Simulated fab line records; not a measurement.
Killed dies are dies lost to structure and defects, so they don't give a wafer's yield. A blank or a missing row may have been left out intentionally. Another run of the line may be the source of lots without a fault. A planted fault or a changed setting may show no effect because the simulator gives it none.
fab line records / flow n5Finfet / part 2 of 2: steps 21 to 29 of 29
record lots=5 wafers=15 lastDay=16
route steps=1938 shown PMOS_HMC_CHANNEL_EPI@69 FIN_SAQP@90
lots untouched by any fault: they come from a run of this same line in which no faults occurred
startH: the number of hours between the record's first day and the start of the first shown wafer of the lot / waitH: hours from the lot's prior step to this one / " same as the row above / L1.1+2: a single row standing in for several wafers / - no value, or no start given / * or withheld: withheld / < > ~ a bound
route shown NAME@n: NAME is a module with steps in the file, n the number in the route of the first one / usual: mean and standard deviation over wafers with no fault / same: alike in all rows / chamber/n: place in a boat / sites: per-site readings / _std_site: standard deviation across them / _edge_site: outer sites' mean less inner sites' / radiusMm: for every site, how far away it sits from the centre of the wafer / mask NAME#n: copy n / behind: the tool/chamber that last shaped the wafer / hold: why the lot was held/for how many hours/how that ended / device: the transistor (n, p or np) that didn't switch / end of line: the same wafers' tests at the end of the route / a step without rows: its recipe alone / killed: not the wafer's yield, but the dies lost to structure and defects at the first sort / map: a wafer's dies, x killed, . not, _ none there
set.NAME: the setting the step ran with; set.NAME@STEP: the setting that earlier step ran with / model.NAME: the simulator's own value behind a step, which no gauge read
lots at some steps of the route; a table a step, a row a wafer
services: when a tool's chamber went out of use (startH, in hours from the record's first day, below 0 if earlier), for how many hours, and the reason
## steps
# step N5_FIN_SAQP_PRECLEAN_42
# recipe chemistry=O3/DIW timeS=60 tempC=22 o3Ppm=10
# usual bathHeatDutyPct=2.4/0.42
lot.wafer=L075.3 tool=wetBench-04 chamber=5 startH=26.67 waitH=0.0 bathHeatDutyPct=2.3
lot.wafer=L075.4 tool=wetBench-04 chamber=6 startH=26.67 waitH=0.0 bathHeatDutyPct=1.7
lot.wafer=L075.6 tool=wetBench-04 chamber=0 startH=26.67 waitH=0.0 bathHeatDutyPct=2.7
lot.wafer=L081.1 tool=wetBench-02 chamber=0 startH=62.37 waitH=0.0 bathHeatDutyPct=2.7
lot.wafer=L081.2 tool=wetBench-02 chamber=4 startH=62.37 waitH=0.0 bathHeatDutyPct=2.4
lot.wafer=L081.5 tool=wetBench-02 chamber=2 startH=62.37 waitH=0.0 bathHeatDutyPct=1.6
lot.wafer=L083.1 tool=wetBench-02 chamber=5 startH=74.28 waitH=0.0 bathHeatDutyPct=2.3
lot.wafer=L083.3 tool=wetBench-02 chamber=6 startH=74.28 waitH=0.0 bathHeatDutyPct=3.0
lot.wafer=L083.4 tool=wetBench-02 chamber=0 startH=74.28 waitH=0.0 bathHeatDutyPct=2.3
lot.wafer=L086.3 tool=wetBench-03 chamber=6 startH=92.53 waitH=0.0 bathHeatDutyPct=2.6
lot.wafer=L086.4 tool=wetBench-03 chamber=4 startH=92.53 waitH=0.0 bathHeatDutyPct=2.2
lot.wafer=L086.5 tool=wetBench-03 chamber=3 startH=92.53 waitH=0.0 bathHeatDutyPct=2.0
lot.wafer=L091.1 tool=wetBench-03 chamber=0 startH=122.77 waitH=0.0 bathHeatDutyPct=2.4
lot.wafer=L091.3 tool=wetBench-03 chamber=6 startH=122.77 waitH=0.0 bathHeatDutyPct=2.5
lot.wafer=L091.5 tool=wetBench-03 chamber=2 startH=122.77 waitH=0.0 bathHeatDutyPct=2.3
# step N5_FIN_SAQP_PRECLEAN_00
# recipe chemistry=SC1 timeS=60 tempC=55 mix=1:2:50
# usual bathHeatDutyPct=8.8/0.97
lot.wafer=L075.3 tool=wetBench-04 chamber=5 startH=26.69 waitH=0.0 bathHeatDutyPct=8.6
lot.wafer=L075.4 tool=wetBench-04 chamber=6 startH=26.69 waitH=0.0 bathHeatDutyPct=8.4
lot.wafer=L075.6 tool=wetBench-04 chamber=0 startH=26.69 waitH=0.0 bathHeatDutyPct=8.8
lot.wafer=L081.1 tool=wetBench-02 chamber=0 startH=62.39 waitH=0.0 bathHeatDutyPct=9.9
lot.wafer=L081.2 tool=wetBench-02 chamber=4 startH=62.39 waitH=0.0 bathHeatDutyPct=8.8
lot.wafer=L081.5 tool=wetBench-02 chamber=2 startH=62.39 waitH=0.0 bathHeatDutyPct=6.7
lot.wafer=L083.1 tool=wetBench-02 chamber=5 startH=74.30 waitH=0.0 bathHeatDutyPct=8.9
lot.wafer=L083.3 tool=wetBench-02 chamber=6 startH=74.30 waitH=0.0 bathHeatDutyPct=9.2
lot.wafer=L083.4 tool=wetBench-02 chamber=0 startH=74.30 waitH=0.0 bathHeatDutyPct=10.3
lot.wafer=L086.3 tool=wetBench-03 chamber=6 startH=92.55 waitH=0.0 bathHeatDutyPct=9.3
lot.wafer=L086.4 tool=wetBench-03 chamber=4 startH=92.55 waitH=0.0 bathHeatDutyPct=8.5
lot.wafer=L086.5 tool=wetBench-03 chamber=3 startH=92.55 waitH=0.0 bathHeatDutyPct=7.9
lot.wafer=L091.1 tool=wetBench-03 chamber=0 startH=122.79 waitH=0.0 bathHeatDutyPct=8.0
lot.wafer=L091.3 tool=wetBench-03 chamber=6 startH=122.79 waitH=0.0 bathHeatDutyPct=9.6
lot.wafer=L091.5 tool=wetBench-03 chamber=2 startH=122.79 waitH=0.0 bathHeatDutyPct=8.3
# step N5_FIN_SAQP_PRECLEAN_44
# recipe chemistry=SC2 timeS=45 tempC=35 mix=1:1:50
# usual bathHeatDutyPct=3.4/0.47
lot.wafer=L075.3 tool=wetBench-04 chamber=5 startH=26.71 waitH=0.0 bathHeatDutyPct=3.5
lot.wafer=L075.4 tool=wetBench-04 chamber=6 startH=26.71 waitH=0.0 bathHeatDutyPct=3.3
lot.wafer=L075.6 tool=wetBench-04 chamber=0 startH=26.71 waitH=0.0 bathHeatDutyPct=2.7
lot.wafer=L081.1 tool=wetBench-02 chamber=0 startH=62.41 waitH=0.0 bathHeatDutyPct=3.3
lot.wafer=L081.2 tool=wetBench-02 chamber=4 startH=62.41 waitH=0.0 bathHeatDutyPct=3.3
lot.wafer=L081.5 tool=wetBench-02 chamber=2 startH=62.41 waitH=0.0 bathHeatDutyPct=3.4
lot.wafer=L083.1 tool=wetBench-02 chamber=5 startH=74.32 waitH=0.0 bathHeatDutyPct=3.2
lot.wafer=L083.3 tool=wetBench-02 chamber=6 startH=74.32 waitH=0.0 bathHeatDutyPct=2.9
lot.wafer=L083.4 tool=wetBench-02 chamber=0 startH=74.32 waitH=0.0 bathHeatDutyPct=2.9
lot.wafer=L086.3 tool=wetBench-03 chamber=6 startH=92.56 waitH=0.0 bathHeatDutyPct=3.8
lot.wafer=L086.4 tool=wetBench-03 chamber=4 startH=92.56 waitH=0.0 bathHeatDutyPct=3.3
lot.wafer=L086.5 tool=wetBench-03 chamber=3 startH=92.56 waitH=0.0 bathHeatDutyPct=3.2
lot.wafer=L091.1 tool=wetBench-03 chamber=0 startH=122.80 waitH=0.0 bathHeatDutyPct=3.1
lot.wafer=L091.3 tool=wetBench-03 chamber=6 startH=122.80 waitH=0.0 bathHeatDutyPct=3.6
lot.wafer=L091.5 tool=wetBench-03 chamber=2 startH=122.80 waitH=0.0 bathHeatDutyPct=3.7
# step N5_FIN_SAQP_SRD_01
# recipe dry=ipaMarangoni timeS=30 tempC=23 rinseLiquid=diw
# usual bathHeatDutyPct=3.8/0.53
lot.wafer=L075.3 tool=wetBench-04 chamber=5 startH=26.72 waitH=0.0 bathHeatDutyPct=3.8
lot.wafer=L075.4 tool=wetBench-04 chamber=6 startH=26.72 waitH=0.0 bathHeatDutyPct=3.8
lot.wafer=L075.6 tool=wetBench-04 chamber=0 startH=26.72 waitH=0.0 bathHeatDutyPct=3.9
lot.wafer=L081.1 tool=wetBench-02 chamber=0 startH=62.42 waitH=0.0 bathHeatDutyPct=4.8
lot.wafer=L081.2 tool=wetBench-02 chamber=4 startH=62.42 waitH=0.0 bathHeatDutyPct=3.9
lot.wafer=L081.5 tool=wetBench-02 chamber=2 startH=62.42 waitH=0.0 bathHeatDutyPct=2.9
lot.wafer=L083.1 tool=wetBench-02 chamber=5 startH=74.33 waitH=0.0 bathHeatDutyPct=3.4
lot.wafer=L083.3 tool=wetBench-02 chamber=6 startH=74.33 waitH=0.0 bathHeatDutyPct=3.5
lot.wafer=L083.4 tool=wetBench-02 chamber=0 startH=74.33 waitH=0.0 bathHeatDutyPct=4.5
lot.wafer=L086.3 tool=wetBench-03 chamber=6 startH=92.58 waitH=0.0 bathHeatDutyPct=4.3
lot.wafer=L086.4 tool=wetBench-03 chamber=4 startH=92.58 waitH=0.0 bathHeatDutyPct=3.8
lot.wafer=L086.5 tool=wetBench-03 chamber=3 startH=92.58 waitH=0.0 bathHeatDutyPct=3.4
lot.wafer=L091.1 tool=wetBench-03 chamber=0 startH=122.82 waitH=0.0 bathHeatDutyPct=3.6
lot.wafer=L091.3 tool=wetBench-03 chamber=6 startH=122.82 waitH=0.0 bathHeatDutyPct=2.7
lot.wafer=L091.5 tool=wetBench-03 chamber=2 startH=122.82 waitH=0.0 bathHeatDutyPct=3.6
# step N5_FIN_SAQP_ALD_61
# recipe material=SiO2 targetThkA=40 tempC=300 aldPrecursorFamily=BDEAS aldCoReactant=O2-plasma pulseTimeS=1 purgeTimeS=2 coReactantPurgeTimeS=2 aldCycles=43 pressureTorr=2
# usual chamberPressureTorr=2.000/0.0042 heaterPowerW=487/42 precursorPulseHeightRel=1.001/0.02
lot.wafer=L075.3 tool=aldSin-02 chamber=2 startH=26.77 waitH=0.0 chamberPressureTorr=1.998 heaterPowerW=490 precursorPulseHeightRel=0.976
lot.wafer=L075.4 tool=aldSin-02 chamber=1 startH=26.77 waitH=0.0 chamberPressureTorr=2.001 heaterPowerW=435 precursorPulseHeightRel=0.981
lot.wafer=L075.6 tool=aldSin-02 chamber=0 startH=26.77 waitH=0.0 chamberPressureTorr=2.005 heaterPowerW=516 precursorPulseHeightRel=0.988
lot.wafer=L081.1 tool=aldSin-02 chamber=2 startH=62.47 waitH=0.0 chamberPressureTorr=1.998 heaterPowerW=490 precursorPulseHeightRel=1.010
lot.wafer=L081.2 tool=aldSin-02 chamber=1 startH=62.47 waitH=0.0 chamberPressureTorr=2.003 heaterPowerW=443 precursorPulseHeightRel=1.010
lot.wafer=L081.5 tool=aldSin-02 chamber=1 startH=62.47 waitH=0.0 chamberPressureTorr=1.998 heaterPowerW=442 precursorPulseHeightRel=0.974
lot.wafer=L083.1 tool=aldSin-03 chamber=3 startH=74.38 waitH=0.0 chamberPressureTorr=2.001 heaterPowerW=445 precursorPulseHeightRel=1.011
lot.wafer=L083.3 tool=aldSin-03 chamber=1 startH=74.38 waitH=0.0 chamberPressureTorr=1.997 heaterPowerW=457 precursorPulseHeightRel=1.003
lot.wafer=L083.4 tool=aldSin-03 chamber=0 startH=74.38 waitH=0.0 chamberPressureTorr=2.000 heaterPowerW=479 precursorPulseHeightRel=1.006
lot.wafer=L086.3 tool=aldSin-04 chamber=2 startH=92.65 waitH=0.1 chamberPressureTorr=2.001 heaterPowerW=514 precursorPulseHeightRel=0.995
lot.wafer=L086.4 tool=aldSin-04 chamber=3 startH=92.65 waitH=0.1 chamberPressureTorr=1.997 heaterPowerW=522 precursorPulseHeightRel=0.999
lot.wafer=L086.5 tool=aldSin-04 chamber=0 startH=92.65 waitH=0.1 chamberPressureTorr=2.005 heaterPowerW=600 precursorPulseHeightRel=1.019
lot.wafer=L091.1 tool=aldSin-02 chamber=0 startH=122.86 waitH=0.0 chamberPressureTorr=1.998 heaterPowerW=501 precursorPulseHeightRel=0.968
lot.wafer=L091.3 tool=aldSin-02 chamber=1 startH=122.86 waitH=0.0 chamberPressureTorr=2.001 heaterPowerW=423 precursorPulseHeightRel=1.021
lot.wafer=L091.5 tool=aldSin-02 chamber=1 startH=122.86 waitH=0.0 chamberPressureTorr=2.004 heaterPowerW=424 precursorPulseHeightRel=0.997
# step N5_FIN_SAQP_DENSIFY_62
# recipe tempC=700 timeS=60 ambient=N2 idleTempC=600 rampUpCPerS=150 rampDownCPerS=60 coolToC=600
# usual lampPowerPct=9.84/0.053 wafer_temp_C_max=703.3/0.6
lot.wafer=L075.3 tool=rtpAnneal-01 chamber=0 startH=27.16 waitH=0.3 lampPowerPct=9.87 wafer_temp_C_max=703.0
lot.wafer=L075.4 tool=rtpAnneal-01 chamber=0 startH=27.16 waitH=0.3 lampPowerPct=9.88 wafer_temp_C_max=703.6
lot.wafer=L075.6 tool=rtpAnneal-01 chamber=0 startH=27.16 waitH=0.3 lampPowerPct=9.85 wafer_temp_C_max=703.8
lot.wafer=L081.1 tool=rtpAnneal-02 chamber=0 startH=62.68 waitH=0.1 lampPowerPct=9.78 wafer_temp_C_max=703.5
lot.wafer=L081.2 tool=rtpAnneal-02 chamber=0 startH=62.68 waitH=0.1 lampPowerPct=9.92 wafer_temp_C_max=702.5
lot.wafer=L081.5 tool=rtpAnneal-02 chamber=0 startH=62.68 waitH=0.1 lampPowerPct=9.82 wafer_temp_C_max=702.3
lot.wafer=L083.1 tool=rtpAnneal-02 chamber=0 startH=74.58 waitH=0.1 lampPowerPct=9.88 wafer_temp_C_max=702.8
lot.wafer=L083.3 tool=rtpAnneal-02 chamber=0 startH=74.58 waitH=0.1 lampPowerPct=9.81 wafer_temp_C_max=703.0
lot.wafer=L083.4 tool=rtpAnneal-02 chamber=0 startH=74.58 waitH=0.1 lampPowerPct=9.85 wafer_temp_C_max=702.9
lot.wafer=L086.3 tool=rtpAnneal-02 chamber=0 startH=92.91 waitH=0.2 lampPowerPct=9.87 wafer_temp_C_max=703.2
lot.wafer=L086.4 tool=rtpAnneal-02 chamber=0 startH=92.91 waitH=0.2 lampPowerPct=9.85 wafer_temp_C_max=703.2
lot.wafer=L086.5 tool=rtpAnneal-02 chamber=0 startH=92.91 waitH=0.2 lampPowerPct=9.84 wafer_temp_C_max=703.6
lot.wafer=L091.1 tool=rtpAnneal-01 chamber=0 startH=123.09 waitH=0.1 lampPowerPct=9.83 wafer_temp_C_max=704.1
lot.wafer=L091.3 tool=rtpAnneal-01 chamber=0 startH=123.09 waitH=0.1 lampPowerPct=9.83 wafer_temp_C_max=704.4
lot.wafer=L091.5 tool=rtpAnneal-01 chamber=0 startH=123.09 waitH=0.1 lampPowerPct=9.87 wafer_temp_C_max=703.4
# step N5_FIN_SAQP_HM_DEP_03
# recipe material=SiNx targetThkA=380 tempC=400 precursor=SiH4/NH3/N2 pressureTorr=1.5 rfW=300 timeS=33.6
# usual chamberPressureTorr=1.500/0.0034 heaterPowerW=771/78 showerheadPlenumPTorr=5.12/0.068 throttleValvePct=40.7/2.5
lot.wafer=L075.3 tool=pecvd-02 chamber=0 startH=27.31 waitH=0.1 chamberPressureTorr=1.496 heaterPowerW=924 showerheadPlenumPTorr=5.15 throttleValvePct=37.4
lot.wafer=L075.4 tool=pecvd-02 chamber=1 startH=27.31 waitH=0.1 chamberPressureTorr=1.507 heaterPowerW=767 showerheadPlenumPTorr=5.18 throttleValvePct=41.8
lot.wafer=L075.6 tool=pecvd-02 chamber=0 startH=27.31 waitH=0.1 chamberPressureTorr=1.501 heaterPowerW=935 showerheadPlenumPTorr=5.15 throttleValvePct=37.1
lot.wafer=L081.1 tool=pecvd-03 chamber=0 startH=62.89 waitH=0.2 chamberPressureTorr=1.502 heaterPowerW=746 showerheadPlenumPTorr=5.06 throttleValvePct=43.7
lot.wafer=L081.2 tool=pecvd-03 chamber=2 startH=62.89 waitH=0.2 chamberPressureTorr=1.497 heaterPowerW=837 showerheadPlenumPTorr=5.25 throttleValvePct=37.7
lot.wafer=L081.5 tool=pecvd-03 chamber=2 startH=62.89 waitH=0.2 chamberPressureTorr=1.498 heaterPowerW=825 showerheadPlenumPTorr=5.24 throttleValvePct=37.7
lot.wafer=L083.1 tool=pecvd-04 chamber=1 startH=74.81 waitH=0.2 chamberPressureTorr=1.497 heaterPowerW=687 showerheadPlenumPTorr=5.20 throttleValvePct=41.7
lot.wafer=L083.3 tool=pecvd-04 chamber=2 startH=74.81 waitH=0.2 chamberPressureTorr=1.495 heaterPowerW=839 showerheadPlenumPTorr=5.07 throttleValvePct=37.9
lot.wafer=L083.4 tool=pecvd-04 chamber=0 startH=74.81 waitH=0.2 chamberPressureTorr=1.492 heaterPowerW=851 showerheadPlenumPTorr=5.07 throttleValvePct=43.3
lot.wafer=L086.3 tool=pecvd-03 chamber=2 startH=93.07 waitH=0.1 chamberPressureTorr=1.501 heaterPowerW=764 showerheadPlenumPTorr=5.25 throttleValvePct=37.7
lot.wafer=L086.4 tool=pecvd-03 chamber=1 startH=93.07 waitH=0.1 chamberPressureTorr=1.496 heaterPowerW=721 showerheadPlenumPTorr=5.05 throttleValvePct=40.0
lot.wafer=L086.5 tool=pecvd-03 chamber=2 startH=93.07 waitH=0.1 chamberPressureTorr=1.508 heaterPowerW=794 showerheadPlenumPTorr=5.23 throttleValvePct=37.7
lot.wafer=L091.1 tool=pecvd-02 chamber=2 startH=123.32 waitH=0.2 chamberPressureTorr=1.498 heaterPowerW=736 showerheadPlenumPTorr=5.07 throttleValvePct=43.2
lot.wafer=L091.3 tool=pecvd-02 chamber=1 startH=123.32 waitH=0.2 chamberPressureTorr=1.499 heaterPowerW=779 showerheadPlenumPTorr=5.16 throttleValvePct=42.2
lot.wafer=L091.5 tool=pecvd-02 chamber=2 startH=123.32 waitH=0.2 chamberPressureTorr=1.502 heaterPowerW=719 showerheadPlenumPTorr=5.05 throttleValvePct=42.9
# step N5_FIN_SAQP_THK_MEAS_05
# usual thkNm=38.0/0.61
lot.wafer=L075.3 tool=filmMetro-01 chamber=- startH=27.40 waitH=0.1 thkNm=38.4
lot.wafer=L075.4 tool=filmMetro-01 chamber=- startH=27.40 waitH=0.1 thkNm=38.4
lot.wafer=L075.6 tool=filmMetro-01 chamber=- startH=27.40 waitH=0.1 thkNm=38.6
lot.wafer=L081.1 tool=filmMetro-01 chamber=- startH=63.00 waitH=0.1 thkNm=37.5
lot.wafer=L081.2 tool=filmMetro-01 chamber=- startH=63.00 waitH=0.1 thkNm=37.2
lot.wafer=L081.5 tool=filmMetro-01 chamber=- startH=63.00 waitH=0.1 thkNm=37.9
lot.wafer=L083.1 tool=filmMetro-02 chamber=- startH=74.89 waitH=0.1 thkNm=37.3
lot.wafer=L083.3 tool=filmMetro-02 chamber=- startH=74.89 waitH=0.1 thkNm=37.5
lot.wafer=L083.4 tool=filmMetro-02 chamber=- startH=74.89 waitH=0.1 thkNm=38.1
lot.wafer=L086.3 tool=filmMetro-01 chamber=- startH=93.15 waitH=0.1 thkNm=38.3
lot.wafer=L086.4 tool=filmMetro-01 chamber=- startH=93.15 waitH=0.1 thkNm=39.2
lot.wafer=L086.5 tool=filmMetro-01 chamber=- startH=93.15 waitH=0.1 thkNm=39.2
lot.wafer=L091.1 tool=filmMetro-02 chamber=- startH=123.40 waitH=0.1 thkNm=36.9
lot.wafer=L091.3 tool=filmMetro-02 chamber=- startH=123.40 waitH=0.1 thkNm=38.1
lot.wafer=L091.5 tool=filmMetro-02 chamber=- startH=123.40 waitH=0.1 thkNm=37.6
# step N5_FIN_SAQP_PECVD_47
# recipe material=a-Si targetThkA=450 tempC=400 precursor=SiH4/He pressureTorr=3 rfW=100 timeS=36.3
# usual chamberPressureTorr=3.000/0.0066 heaterPowerW=841/76 showerheadPlenumPTorr=5.65/0.055 throttleValvePct=18.6/1.1
lot.wafer=L075.3 tool=pecvd-02 chamber=0 startH=27.44 waitH=0.0 chamberPressureTorr=2.984 heaterPowerW=1062 showerheadPlenumPTorr=5.69 throttleValvePct=16.9
lot.wafer=L075.4 tool=pecvd-02 chamber=1 startH=27.44 waitH=0.0 chamberPressureTorr=2.982 heaterPowerW=864 showerheadPlenumPTorr=5.69 throttleValvePct=19.1
lot.wafer=L075.6 tool=pecvd-02 chamber=2 startH=27.44 waitH=0.0 chamberPressureTorr=2.993 heaterPowerW=797 showerheadPlenumPTorr=5.61 throttleValvePct=19.7
lot.wafer=L081.1 tool=pecvd-03 chamber=0 startH=63.04 waitH=0.0 chamberPressureTorr=2.996 heaterPowerW=884 showerheadPlenumPTorr=5.60 throttleValvePct=19.9
lot.wafer=L081.2 tool=pecvd-03 chamber=2 startH=63.04 waitH=0.0 chamberPressureTorr=2.996 heaterPowerW=898 showerheadPlenumPTorr=5.74 throttleValvePct=17.1
lot.wafer=L081.5 tool=pecvd-03 chamber=0 startH=63.04 waitH=0.0 chamberPressureTorr=3.005 heaterPowerW=885 showerheadPlenumPTorr=5.61 throttleValvePct=20.0
lot.wafer=L083.1 tool=pecvd-02 chamber=0 startH=74.93 waitH=0.0 chamberPressureTorr=3.001 heaterPowerW=1044 showerheadPlenumPTorr=5.68 throttleValvePct=17.1
lot.wafer=L083.3 tool=pecvd-02 chamber=1 startH=74.93 waitH=0.0 chamberPressureTorr=2.997 heaterPowerW=805 showerheadPlenumPTorr=5.68 throttleValvePct=19.1
lot.wafer=L083.4 tool=pecvd-02 chamber=2 startH=74.93 waitH=0.0 chamberPressureTorr=3.007 heaterPowerW=689 showerheadPlenumPTorr=5.62 throttleValvePct=19.4
lot.wafer=L086.3 tool=pecvd-02 chamber=1 startH=93.19 waitH=0.0 chamberPressureTorr=3.010 heaterPowerW=752 showerheadPlenumPTorr=5.68 throttleValvePct=19.1
lot.wafer=L086.4 tool=pecvd-02 chamber=2 startH=93.19 waitH=0.0 chamberPressureTorr=3.011 heaterPowerW=804 showerheadPlenumPTorr=5.61 throttleValvePct=19.4
lot.wafer=L086.5 tool=pecvd-02 chamber=0 startH=93.19 waitH=0.0 chamberPressureTorr=2.998 heaterPowerW=1030 showerheadPlenumPTorr=5.68 throttleValvePct=16.9
lot.wafer=L091.1 tool=pecvd-03 chamber=1 startH=123.44 waitH=0.0 chamberPressureTorr=3.003 heaterPowerW=696 showerheadPlenumPTorr=5.61 throttleValvePct=18.4
lot.wafer=L091.3 tool=pecvd-03 chamber=2 startH=123.44 waitH=0.0 chamberPressureTorr=2.999 heaterPowerW=858 showerheadPlenumPTorr=5.75 throttleValvePct=17.4
lot.wafer=L091.5 tool=pecvd-03 chamber=2 startH=123.44 waitH=0.0 chamberPressureTorr=2.996 heaterPowerW=874 showerheadPlenumPTorr=5.75 throttleValvePct=17.1
## services
tool=rieDiel-03 chamber=2 startH=0.74 hours=5.6 kind=repair
tool=cmp-01 chamber=- startH=2.05 hours=0.6 kind=repair
tool=rieSi-05 chamber=0 startH=6.70 hours=32.3 kind=repair
tool=rieDiel-06 chamber=- startH=14.93 hours=7.7 kind=repair
tool=cmp-01 chamber=- startH=26.34 hours=0.4 kind=repair
tool=cmp-01 chamber=- startH=30.12 hours=1.5 kind=repair
tool=rieSi-04 chamber=2 startH=32.75 hours=1.8 kind=repair
tool=rieDiel-06 chamber=1 startH=37.09 hours=11.4 kind=repair
tool=rieDiel-03 chamber=1 startH=38.14 hours=5.2 kind=repair
tool=rieDiel-06 chamber=- startH=39.86 hours=0.6 kind=repair
tool=rieDiel-03 chamber=- startH=41.84 hours=0.5 kind=repair
tool=aldSin-02 chamber=2 startH=43.84 hours=3.8 kind=repair
tool=rieDiel-02 chamber=2 startH=45.01 hours=8.6 kind=repair
tool=aldSin-02 chamber=- startH=46.94 hours=2.8 kind=pm
tool=pecvd-02 chamber=0 startH=47.52 hours=5.6 kind=repair
tool=cmp-01 chamber=- startH=48.86 hours=4.0 kind=pm
tool=pecvd-02 chamber=- startH=53.43 hours=14.6 kind=pm
tool=wetBench-01 chamber=- startH=55.91 hours=1.2 kind=repair
tool=rieDiel-06 chamber=1 startH=63.75 hours=8.0 kind=repair
tool=pecvd-02 chamber=- startH=71.86 hours=0.6 kind=repair
tool=rieSi-04 chamber=1 startH=78.23 hours=16.9 kind=repair
tool=rieSi-04 chamber=- startH=81.21 hours=2.8 kind=pm
tool=cmp-01 chamber=- startH=83.26 hours=0.6 kind=repair
tool=wetBench-06 chamber=- startH=102.45 hours=1.6 kind=repair
